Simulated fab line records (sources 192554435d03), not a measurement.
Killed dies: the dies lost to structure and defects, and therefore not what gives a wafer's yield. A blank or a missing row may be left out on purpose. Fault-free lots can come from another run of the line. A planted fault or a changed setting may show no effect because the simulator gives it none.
Chamber matching	flow n5 finfet	ald metal-02 running N5_BEOL_M9_ALD_74: 3 sister chambers
The step deposits TaN, target thk 2 nm, pulse time 2 s, purge time 3 s. 3 wafers are shown with their chamber, then 8 later ones without.

== WAFERS PAIRED WITH THEIR CHAMBERS ==
wafer	chamber	heater power w (W)
L087.1	2	443
L087.2	0	329
L087.3	1	427

== WAFERS WHOSE CHAMBER IS MISSING ==
wafer	heater power w (W)
L092.1	450
L092.4	341
L092.5	436
L093.4	441
L093.6	349
L097.2	446
L097.3	435
L097.5	445

== EACH ONE'S CHAMBER ==
wafer	from the rows above	in truth
L092.1	can't be placed: 2 or 1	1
L092.4	0	0
L092.5	can't be placed: 2 or 1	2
L093.4	can't be placed: 2 or 1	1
L093.6	0	0
L097.2	can't be placed: 2 or 1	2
L097.3	can't be placed: 1 or 2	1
L097.5	can't be placed: 2 or 1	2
Correctly placed: 2 of 8. Not placeable from these rows: 6 (in 6, the candidates include the true chamber). Placed wrongly: 0.
How it was worked out, from the rows above alone: a wafer's distance from a chamber is the root of the sum, over the readings, of the square of ((its reading less the chamber's mean) divided by the reading's scatter). The wafer belongs to the nearest chamber; if the next one is less than 2 further off, it can't be placed. Each chamber's mean is taken over the wafers shown for it. The scatter (one wafer shown for each chamber): square how far every hidden wafer sits from the nearest shown wafer, average those squares and take the square root.
